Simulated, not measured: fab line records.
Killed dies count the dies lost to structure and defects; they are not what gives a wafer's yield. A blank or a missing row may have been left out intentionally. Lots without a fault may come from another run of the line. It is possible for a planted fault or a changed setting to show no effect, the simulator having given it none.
One fault through the eyes of 2 desks    flow n5 finfet    only its own numbers are on each desk; what lay behind them is given at the end

== THE TOOL OWNER'S DESK: pvd sputter-03 ==
At N5_MIM_TOP_SPUTTER_03 (material TiN, target thk 35 nm, time 89.7 s) the tool's own readings: per lot run on this tool, the mean of the sampled wafers that have a number. If a lot's mean is further than 4 standard deviations from the usual mean, the lot is out of limits and carries the mark OUT (the distance appears in the brackets).
Columns: A = cathode dc power W at N5_MIM_TOP_SPUTTER_03, usual 3000.0 W; B = throttle valve pct at N5_MIM_TOP_SPUTTER_03, usual 30.1 %
lot   first seen here  A       B
L667  day 13 19:36     2999.9  30.6
L666  day 13 19:46     2999.9  29.7
L673  day 16 00:27     3000.1  30.5
L678  day 17 18:41     3000.0  29.6
Finding of this desk: none of the 4 lots has anything out of limits.

== THE METROLOGY DESK ==
What the gauges read for every lot (on any tool): the sampled wafers with a number, averaged. If a lot's mean is further than 4 standard deviations from the usual mean, the lot is out of limits and carries the mark OUT (the distance appears in the brackets). 7 of its 11 readings are shown, namely those furthest out on some lot.
Columns: A = DIBL_N at N5_BEOL_M4_RC_MEAS_101, usual 36.3 mV/V; B = DIBL_P at N5_BEOL_M4_RC_MEAS_101, usual 36.5 mV/V; C = IOFF_N at N5_BEOL_M4_RC_MEAS_101, usual 0.163 nA/um; D = ION_N at N5_BEOL_M4_RC_MEAS_101, usual 676 uA/um; E = SS_P at N5_BEOL_M4_RC_MEAS_101, usual 73.3 mV/dec; F = VT_N at N5_BEOL_M4_RC_MEAS_101, usual 249.3 mV; G = cd nm at N5_MIM_TOP_LITHO_CD_MEAS_08, usual 1999.8 nm
lot   first seen here  A     B     C      D    E     F      G
L665  day 9 14:32      37.1  37.2  0.165  687  73.2  248.0  1999.8
L666  day 9 16:22      36.5  37.5  0.174  686  74.3  246.8  1998.4
L667  day 9 23:01      36.4  37.0  0.164  678  73.4  248.7  2001.1
L673  day 11 20:50     36.0  34.4  0.139  662  73.0  252.2  1998.0
L674  day 11 22:40     35.1  36.6  0.136  666  72.7  252.7  2000.8
L678  day 12 23:14     39.6  39.3  0.212  681  74.1  245.6  1998.1
L681  day 13 16:11     36.4  39.6  0.174  682  73.1  248.5  2000.3
L680  day 13 19:29     34.2  34.0  0.125  668  72.6  255.6  2000.8
L682  day 13 21:23     35.9  36.1  0.147  671  72.9  251.8  1999.7
Finding of this desk: none of the 9 lots has anything out of limits.

== PUT TOGETHER ==
Nothing out of limits was seen by the tool owner's desk.
Nothing out of limits was seen by the metrology desk.

== WHAT WAS PUT IN BY THE SIMULATOR ==
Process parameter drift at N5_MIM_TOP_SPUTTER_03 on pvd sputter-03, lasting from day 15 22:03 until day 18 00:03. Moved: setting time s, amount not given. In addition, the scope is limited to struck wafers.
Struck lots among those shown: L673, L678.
